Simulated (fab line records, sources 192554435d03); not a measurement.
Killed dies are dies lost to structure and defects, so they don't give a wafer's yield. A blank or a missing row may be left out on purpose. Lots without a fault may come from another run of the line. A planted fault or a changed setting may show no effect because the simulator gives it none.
fab line records | flow n5_finfet
record lots=9 wafers=27 last_day=19
route steps=1938 shown BEOL_M3@1008 BEOL_M4@1023 PASSIVATION@1936
lots that met no fault: from a run of the same line without faults
start_h: hours from the record's first day to the start of the lot's first wafer shown | wait_h: hours since the lot's step before | " the same as in the row above | L1.1+2: a row that stands for several wafers | - no value, or no start given | * or withheld: withheld | < > ~ a bound
route shown NAME@n: a module of which the file shows steps, and the number in the route of the first | usual: mean/standard deviation of fault-free wafers | same: alike in all rows | chamber/n: place in a boat | sites: the reading at each site | _std_site: their standard deviation | _edge_site: outer sites' mean less inner sites' | radius_mm: how far each site lies from the wafer's centre | mask NAME#n: copy n | behind: the tool/chamber that last shaped the wafer | hold: why the lot was held/for how many hours/how that ended | device: the transistor (n, p or np) that didn't switch | end of line: the same wafers' tests at the end of the route | a step without rows: its recipe alone | killed: dies lost to structure and defects at the first sort, not the wafer's yield | map: a wafer's dies, x killed, . not, _ none there
set.NAME: the setting as run; set.NAME@STEP: as run at that earlier step | model.NAME: the simulator's own value behind a step, which no gauge read
steps of the route over a sample of lots; a table a step, a row a wafer
services: from which hour (start_h, from the record's first day; less than 0 if before it) a tool's chamber was out of use, for how many hours, and why
## steps
# step N5_BEOL_M3_SPUTTER_94
# recipe material=Cu target_thk_a=45 temp_c=-20 chamber_pressure_pa=0.07 power_w=withheld time_s=8.29
# usual throttle_valve_pct=29.8/1.1
# columns lot.wafer tool chamber start_h wait_h throttle_valve_pct
L611.3 pvd_sputter-01 - 181.16 0.1 30.4
L611.4 " - " " 28.3
L611.5 " - " " 29.8
L614.1 pvd_sputter-01 - 216.44 0.1 28.6
L614.2 " - " " 30.8
L614.5 " - " " 29.4
L615.1 pvd_sputter-01 - 219.52 0.1 28.6
L615.3 " - " " 30.5
L615.4 " - " " 29.6
L619.3 pvd_sputter-03 - 237.39 0.1 29.7
L619.5 " - " " 29.0
L619.6 " - " " 30.9
L620.1 pvd_sputter-03 - 240.28 0.1 29.6
L620.5 " - " " 31.2
L620.6 " - " " 30.7
L622.3 pvd_sputter-02 - 248.52 0.1 30.4
L622.4 " - " " 30.7
L622.6 " - " " 30.7
L626.2 pvd_sputter-02 - 296.39 0.1 30.8
L626.4 " - " " 27.4
L626.5 " - " " 27.2
L630.3 pvd_sputter-02 - 316.12 0.1 30.3
L630.5 " - " " 30.4
L630.6 " - " " 30.0
L634.1 pvd_sputter-03 - 320.04 0.1 29.3
L634.2 " - " " 30.9
L634.6 " - " " 30.7
# step N5_BEOL_M3_SPUTTER_96
# recipe material=Cu target_thk_a=45 temp_c=-20 chamber_pressure_pa=0.07 power_w=withheld time_s=8.29
# usual throttle_valve_pct=29.8/1.1
# columns lot.wafer tool chamber start_h wait_h throttle_valve_pct
L611.3 pvd_sputter-01 - 181.38 0.1 30.4
L611.4 " - " " 28.7
L611.5 " - " " 29.5
L614.1 pvd_sputter-01 - 216.66 0.1 28.9
L614.2 " - " " 30.5
L614.5 " - " " 29.7
L615.1 pvd_sputter-01 - 219.74 0.1 29.0
L615.3 " - " " 30.6
L615.4 " - " " 29.7
L619.3 pvd_sputter-03 - 237.61 0.1 29.7
L619.5 " - " " 29.0
L619.6 " - " " 31.1
L620.1 pvd_sputter-03 - 240.50 0.1 29.6
L620.5 " - " " 31.2
L620.6 " - " " 30.5
L622.3 pvd_sputter-02 - 248.74 0.1 30.1
L622.4 " - " " 30.9
L622.6 " - " " 30.6
L626.2 pvd_sputter-02 - 296.61 0.1 30.9
L626.4 " - " " 27.3
L626.5 " - " " 26.9
L630.3 pvd_sputter-02 - 316.34 0.1 30.2
L630.5 " - " " 30.4
L630.6 " - " " 29.9
L634.1 pvd_sputter-03 - 320.26 0.1 29.6
L634.2 " - " " 31.0
L634.6 " - " " 30.8
# step N5_BEOL_M4_PECVD_72
# recipe material=SiO2 target_thk_a=160 temp_c=400 precursor=TEOS/O2 pressure_torr=5.5 rf_w=450 teos_flow_sccm=53.8 gas=O2 flow_sccm=3000 time_s=18
# usual heater_power_w=791/85 showerhead_plenum_p_Torr=8.74/0.043 throttle_valve_pct=22.3/0.64
# columns lot.wafer tool chamber start_h wait_h heater_power_w showerhead_plenum_p_Torr throttle_valve_pct
L611.3 pecvd-02 1 182.62 0.0 800 8.70 22.2
L611.4 " 2 " " 866 8.79 21.9
L611.5 " 1 " " 818 8.65 22.4
L614.1 pecvd-02 1 217.88 0.0 816 8.68 22.2
L614.2 " 0 " " 690 8.72 23.2
L614.5 " 2 " " 916 8.77 22.1
L615.1 pecvd-04 2 221.08 0.0 708 8.76 21.8
L615.3 " 0 " " 695 8.80 22.3
L615.4 " 2 " " 689 8.75 21.6
L619.3 pecvd-04 0 238.93 0.0 670 8.77 22.5
L619.5 " 0 " " 664 8.76 22.3
L619.6 " 2 " " 722 8.75 22.1
L620.1 pecvd-04 1 241.84 0.0 885 8.80 22.9
L620.5 " 1 " " 864 8.80 22.9
L620.6 " 0 " " 695 8.77 22.6
L622.3 pecvd-04 0 251.44 0.0 612 8.77 22.5
L622.4 " 1 " " 889 8.76 23.0
L622.6 " 0 " " 611 8.76 22.6
L626.2 pecvd-01 1 298.01 0.0 862 8.75 22.9
L626.4 " 0 " " 800 8.80 21.8
L626.5 " 2 " " 772 8.71 21.2
L630.3 pecvd-01 1 317.62 0.1 761 8.71 23.3
L630.5 " 2 " " 771 8.69 21.1
L630.6 " 1 " " 761 8.74 23.1
L634.1 pecvd-01 2 321.50 0.0 751 8.71 21.2
L634.2 " 1 " " 836 8.74 23.1
L634.6 " 2 " " 717 8.71 21.4
# step N5_BEOL_M4_COAT_62
# recipe resist=SiARC temp_c=220 time_s=60 spin_rpm=1500 resist_thk_nm=12
# usual resist_line_temp_C=23.01/0.093 spin_speed_rpm=1499.9/0.92
# columns lot.wafer tool chamber start_h wait_h resist_line_temp_C spin_speed_rpm
L611.3 litho_track-05 0 182.85 - 22.89 1498.5
L611.4 " 0 " " 22.86 1501.3
L611.5 " 0 " " 22.99 1500.6
L614.1 litho_track-03 0 219.95 - 23.04 1501.0
L614.2 " 0 " " 23.09 1499.5
L614.5 " 0 " " 23.07 1499.5
L615.1 litho_track-03 0 221.63 - 22.84 1501.6
L615.3 " 0 " " 22.84 1499.6
L615.4 " 0 " " 22.90 1500.4
L619.3 litho_track-02 0 240.79 - 23.12 1500.2
L619.5 " 0 " " 23.05 1500.8
L619.6 " 0 " " 23.12 1500.3
L620.1 litho_track-02 0 242.14 - 23.03 1498.1
L620.5 " 0 " " 23.02 1501.6
L620.6 " 0 " " 23.09 1500.8
L622.3 litho_track-05 0 251.79 - 23.02 1500.1
L622.4 " 0 " " 23.17 1500.2
L622.6 " 0 " " 22.99 1499.0
L626.2 litho_track-05 0 299.90 - 22.96 1655.5
L626.4 " 0 " " 23.02 1655.0
L626.5 " 0 " " 23.10 1654.9
L630.3 litho_track-05 0 318.30 - 23.04 1655.4
L630.5 " 0 " " 22.79 1656.1
L630.6 " 0 " " 22.76 1656.4
L634.1 litho_track-02 0 322.53 - 22.92 1500.2
L634.2 " 0 " " 23.05 1499.5
L634.6 " 0 " " 23.01 1499.2
# step N5_BEOL_M4_ETCH_63
# recipe chemistry=CF4 target=SiARC target_depth_a=156 mask_material=CAR-EUV time_s=26 ion_energy_ev=80 pressure_mtorr=40 source_w=545 bias_w=36 Ar_flow_sccm=100 cf4_flow_sccm=100 ends=cleared
# usual bias_w=35.98/0.098 cf4_flow_sccm=100.02/0.27 drypump_motor_current_A=5.8/0.41 etch_rf_on_time_s=25.96/0.29 oes_product_au=0.65/0.072 rf_vpp_V=184.1/0.91 showerhead_plenum_p_Torr=2.15/0.042 throttle_valve_pct=15.60/0.2
# columns lot.wafer tool chamber start_h wait_h bias_w cf4_flow_sccm drypump_motor_current_A etch_rf_on_time_s oes_product_au rf_hours_counter_h rf_vpp_V showerhead_plenum_p_Torr throttle_valve_pct
L611.3 rie_diel-04 2 183.29 0.0 35.94 99.76 6.2 25.85 0.64 185 182.4 2.13 15.62
L611.4 " 0 " " 36.02 100.36 6.0 26.07 0.58 225 183.7 2.12 15.58
L611.5 " 0 " " 35.89 100.37 6.0 25.97 0.58 - 183.5 2.12 15.58
L614.1 rie_diel-05 0 220.55 0.0 35.94 99.73 6.1 25.73 0.63 147 183.0 2.14 15.67
L614.2 " 2 " " 36.01 100.03 5.7 25.81 0.61 213 182.5 2.12 15.50
L614.5 " 0 " " 35.95 100.03 6.1 25.67 0.63 - 183.4 2.14 15.66
L615.1 rie_diel-02 0 222.07 0.0 35.87 99.74 6.2 26.05 0.71 76 185.5 2.16 15.50
L615.3 " 3 " " 36.02 99.94 5.8 26.23 0.58 243 184.9 2.19 15.83
L615.4 " 2 " " 36.19 99.85 4.9 26.26 0.62 - 184.7 2.13 15.88
L619.3 rie_diel-04 3 241.23 0.0 36.01 100.14 5.4 26.42 0.57 237 184.5 2.21 15.88
L619.5 " 3 " " 35.87 100.20 5.4 26.38 0.57 - 183.9 2.21 15.87
L619.6 " 2 " " 35.78 100.15 6.3 25.80 0.62 - 183.8 2.12 15.68
L620.1 rie_diel-02 2 242.82 0.0 35.93 99.43 4.9 26.13 0.62 189 184.3 2.13 15.90
L620.5 " 0 " " 35.94 100.32 6.2 25.95 0.71 - 184.4 2.16 15.55
L620.6 " 1 " " 35.93 99.69 5.7 25.82 0.61 - 183.8 2.13 15.80
L622.3 rie_diel-05 1 252.36 0.0 36.02 100.53 6.3 25.81 0.71 66 182.7 2.09 15.37
L622.4 " 0 " " 35.93 99.98 6.1 25.93 0.62 157 183.7 2.14 15.69
L622.6 " 2 " " 36.04 99.62 5.7 25.83 0.60 - 184.0 2.12 15.53
L626.2 rie_diel-05 0 300.47 0.0 36.08 100.30 6.1 24.52 0.62 172 183.5 2.14 15.72
L626.4 " 2 " " 36.05 99.85 5.7 24.35 0.60 240 183.3 2.11 15.57
L626.5 " 2 " " 35.94 100.09 5.7 24.73 0.59 - 184.4 2.11 15.55
L630.3 rie_diel-02 2 318.74 0.0 36.02 99.72 4.9 25.03 0.59 220 185.2 2.12 15.96
L630.5 " 3 " " 36.03 99.57 5.8 24.36 0.79 - 184.3 2.18 15.37
L630.6 " 2 " " 35.99 100.10 4.9 25.04 0.59 - 183.4 2.12 15.94
L634.1 rie_diel-02 3 323.17 0.0 35.91 99.82 5.8 26.08 0.78 21 183.9 2.18 15.38
L634.2 " 1 " " 36.03 100.37 5.7 26.02 0.59 233 183.0 2.12 15.85
L634.6 " 0 " " 35.99 100.33 6.2 26.51 0.67 - 183.4 2.15 15.58
# step N5_BEOL_M4_RC_MEAS_101
# usual DIBL_N=36.0/1.3 DIBL_P=36.2/1.7 IOFF_N=0.155/0.024 IOFF_P=0.21/0.034 ION_N=674/9 ION_P=463/7.1 SS_N=71.4/0.5 SS_P=73.4/0.57 VT_N=250.0/2.8 VT_P=-251/3.2
# columns lot.wafer tool chamber start_h wait_h DIBL_N[mV/V] DIBL_P[mV/V] IOFF_N[nA/um] IOFF_P[nA/um] ION_N[uA/um] ION_P[uA/um] SS_N[mV/dec] SS_P[mV/dec] VT_N[mV] VT_P[mV]
L611.3 prober-01 0 211.10 0.3 34.4 34.2 0.113 0.17 654 457 70.8 72.5 255.3 -254
L611.4 " 0 " " 32.8 32.1 0.097 0.14 654 454 70.5 72.9 255.2 -256
L611.5 " 0 " " 34.7 34.6 0.123 0.18 664 460 71.1 73.6 254.6 -253
L614.1 prober-02 0 252.50 0.0 35.3 33.8 0.133 0.19 674 466 71.6 72.8 251.5 -251
L614.2 " 0 " " 37.4 36.0 0.164 0.22 681 467 71.4 73.2 247.7 -250
L614.5 " 0 " " 35.4 33.4 0.134 0.19 665 463 71.7 73.0 251.1 -251
L615.1 prober-01 0 258.53 0.0 36.0 37.6 0.164 0.23 681 467 71.3 73.5 247.5 -249
L615.3 " 0 " " 36.1 37.5 0.170 0.24 684 474 71.3 72.8 249.1 -248
L615.4 " 0 " " 35.8 36.5 0.153 0.21 684 473 71.1 73.8 250.3 -250
L619.3 prober-02 0 275.80 0.3 36.0 37.5 0.157 0.21 672 459 71.7 73.4 250.7 -251
L619.5 " 0 " " 35.0 35.7 0.144 0.18 667 452 71.4 73.0 251.3 -252
L619.6 " 0 " " 35.2 36.4 0.153 0.19 678 462 70.7 74.2 250.9 -251
L620.1 prober-01 0 276.14 0.0 37.8 37.2 0.186 0.20 682 457 72.0 73.3 248.8 -254
L620.5 " 0 " " 35.8 35.1 0.156 0.18 681 458 70.8 73.1 248.2 -255
L620.6 " 0 " " 36.3 35.3 0.159 0.18 671 460 70.4 73.6 250.2 -255
L622.3 prober-01 0 289.16 0.3 35.9 37.4 0.173 0.21 678 460 71.4 73.1 248.6 -249
L622.4 " 0 " " 33.2 34.1 0.126 0.17 670 463 70.8 72.8 253.2 -251
L622.6 " 0 " " 36.0 37.1 0.177 0.22 688 471 71.2 73.1 248.4 -249
L626.2 prober-02 0 311.95 0.2 37.7 36.4 0.176 0.26 683 472 71.4 74.0 245.8 -246
L626.4 " 0 " " 35.4 33.7 0.134 0.21 668 465 72.0 73.5 247.5 -246
L626.5 " 0 " " 38.0 37.1 0.192 0.28 678 473 72.3 73.9 245.9 -243
L630.3 prober-01 0 327.52 0.3 36.7 36.2 0.164 0.24 680 473 72.1 73.5 250.9 -246
L630.5 " 0 " " 37.5 37.5 0.180 0.26 683 476 72.1 74.1 251.2 -246
L630.6 " 0 " " 36.4 36.1 0.156 0.23 680 472 72.2 73.3 250.9 -247
L634.1 prober-01 0 347.71 0.0 35.7 34.9 0.135 0.20 676 464 70.9 73.0 251.9 -251
L634.2 " 0 " " 34.8 34.3 0.120 0.19 668 464 71.0 72.4 255.6 -249
L634.6 " 0 " " 34.3 34.5 0.121 0.19 664 464 70.4 72.5 253.3 -250
# step N5_PASSIVATION_PROBE_49
# usual defect_limited_yield=90.8/1.7 killed_at_M0_to_M3=37/12 killed_at_M4_up=15/5.6 killed_at_contacts=13/6.9 killed_at_front_end=40/11 killed_at_other=4/3.2 killed_dies=109/20 killed_open=73/15 killed_short=35/8.3 sort_bin_5_function=5.4/1.1 sort_bin_6_memory=3.5/0.73 sort_n_pass=1071/20 sort_yield_pct=90.8/1.7
# same gross_dies=1180 killed_at_back_side=0 sort_bin_4_leakage[%]=0 sort_bin_8_speed[%]=0
# columns lot.wafer tool chamber start_h wait_h defect_limited_yield[%] killed_at_M0_to_M3 killed_at_M4_up killed_at_contacts killed_at_front_end killed_at_other killed_dies killed_open killed_short sort_bin_5_function[%] sort_bin_6_memory[%] sort_n_pass sort_yield_pct[%]
L626.2 prober-02 - 424.92 0.1 90.5 28 28 8 44 4 112 69 41 5.1 3.5 1068 90.5
L626.4 prober-02 - 425.02 0.2 87.5 47 16 7 76 2 148 107 39 7.3 4.8 1032 87.5
L626.5 prober-02 - 425.07 0.2 92.2 31 19 6 33 3 92 59 32 5.1 2.5 1088 92.2
# killed by level:class
L626.2 BEOL_M4:geometric_particle:open=16 FIN_SAQP:geometric_particle:short=15 DUMMY_GATE:geometric_particle:open=7 MOL_CONTACT_COAG:geometric_particle:open=7 BEOL_M2:geometric_particle:open=7 BEOL_M4:geometric_particle:short=7 BEOL_M1:geometric_particle:open=5 FIN_SAQP:geometric_particle:open=4
L626.4 FIN_SAQP:geometric_particle:short=17 STI_FIN_REVEAL:geometric_particle:open=16 BEOL_M0_SAQP:geometric_particle:open=15 FIN_SAQP:geometric_particle:open=14 BEOL_M2:geometric_particle:open=13 BEOL_M4:geometric_particle:open=9 BEOL_M1:geometric_particle:open=8 DUMMY_GATE:geometric_particle:open=7
L626.5 BEOL_M4:geometric_particle:open=11 FIN_SAQP:geometric_particle:open=7 BEOL_M0_SAQP:geometric_particle:short=7 BEOL_M0_SAQP:geometric_particle:open=7 BEOL_M3:geometric_particle:open=7 MOL_CONTACT_COAG:geometric_particle:open=5 FIN_SAQP:geometric_particle:short=3 SDB:geometric_particle:short=3
## services
# columns tool chamber start_h hours kind
pecvd-01 1 177.48 - calibration
rie_diel-02 - 187.57 0.5 repair
pecvd-04 2 209.60 - calibration
rie_diel-05 1 217.15 4.6 repair
rie_diel-02 1 217.15 5.2 repair
rie_diel-04 3 230.56 7.6 repair
rie_diel-02 3 237.75 - clean
rie_diel-02 3 237.75 - consumable_replace:esc
rie_diel-02 3 237.75 - consumable_replace:focus_ring
rie_diel-02 3 237.75 29.9 scheduled_down
rie_diel-02 3 237.75 29.9 vent_cycle
pecvd-02 - 239.28 0.8 repair
pecvd-01 - 242.61 1.4 repair
pecvd-01 1 252.95 6.0 repair
rie_diel-04 2 263.68 2.8 repair
rie_diel-04 - 278.67 4.3 pm
pecvd-04 2 280.44 5.3 repair
litho_track-05 - 281.34 - consumable_replace:filter
litho_track-02 - 291.75 - consumable_replace:filter
rie_diel-05 1 302.74 4.3 repair
rie_diel-02 2 303.28 3.9 repair
pecvd-01 0 309.09 - clean
pecvd-01 0 309.09 29.5 scheduled_down
pecvd-01 0 309.09 29.5 vent_cycle
## key
first_sign step=N5_BEOL_M4_COAT_62 reading=spin_speed_rpm direction=up sigmas=99+ usual=* struck=*
effect step=N5_BEOL_M4_ETCH_63 reading=etch_rf_on_time_s direction=down sigmas=4.4 usual=* struck=*
met_at N5_BEOL_M4_COAT_62
struck_lots L626,L630
not_acting_at N5_BEOL_M3_SPUTTER_94,N5_BEOL_M3_SPUTTER_96,N5_BEOL_M4_PECVD_72
onset_between 251.79 299.90
fault kind=process_parameter_drift tool=litho_track-05 chamber=- onset_h=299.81 steps=N5_BEOL_M4_COAT_62 channel=spin_rpm offset=* shape=step end_h=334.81 acts_in=* stated=*
